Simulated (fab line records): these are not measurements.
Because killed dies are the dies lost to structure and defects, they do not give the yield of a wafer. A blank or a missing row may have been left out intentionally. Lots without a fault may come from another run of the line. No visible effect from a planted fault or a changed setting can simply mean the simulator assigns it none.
Chamber matching | flow n5Finfet | N5_BEOL_M5_CO_CAP_78 on cvdCo-01 has 3 sister chambers
The step material Co, precursor CCTBA/H2, target thk 2 nm, time 102.1 s. 6 wafers are shown with their chamber, then 12 later ones without.

== WAFERS WITH THEIR CHAMBER ==
wafer  | chamber | heaterPowerW (W)
L091.3 | 2       | 228
L094.4 | 0       | 239
L094.6 | 1       | 238
L090.1 | 0       | 249
L090.2 | 1       | 242
L090.3 | 2       | 225

== WAFERS WITH NO CHAMBER GIVEN ==
wafer  | heaterPowerW (W)
L090.4 | 237
L090.5 | 244
L090.6 | 228
L096.2 | 240
L096.4 | 252
L096.6 | 228
L095.1 | 228
L095.3 | 225
L095.4 | 249
L097.1 | 231
L097.5 | 254
L097.6 | 230

== CHAMBER TAKEN BY EACH ==
wafer  | from the rows above          | in truth
L090.4 | can't be placed: 1 or 0 or 2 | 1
L090.5 | can't be placed: 0 or 1      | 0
L090.6 | 2                            | 2
L096.2 | can't be placed: 1 or 0      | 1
L096.4 | can't be placed: 0 or 1      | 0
L096.6 | 2                            | 2
L095.1 | 2                            | 2
L095.3 | 2                            | 2
L095.4 | can't be placed: 0 or 1      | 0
L097.1 | can't be placed: 2 or 1 or 0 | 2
L097.5 | can't be placed: 0 or 1      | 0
L097.6 | can't be placed: 2 or 1      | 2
Placed correctly: 4 of 12. Cannot be placed on the basis of these rows: 8; the candidates contain the true chamber in 8. Placed wrongly: 0.
How it was worked out, from the rows above alone: a wafer's distance from a chamber is the root of the sum, over the readings, of the square of ((its reading less the chamber's mean) divided by the reading's scatter). If the next closest chamber is less than 2 further off than the closest, the wafer can't be placed; otherwise it belongs to the closest. Each chamber's mean is taken over the wafers shown for it. The scatter: take each reading less its chamber's mean, square it, sum over the shown wafers, divide by the number of wafers less the number of chambers, and take the root.
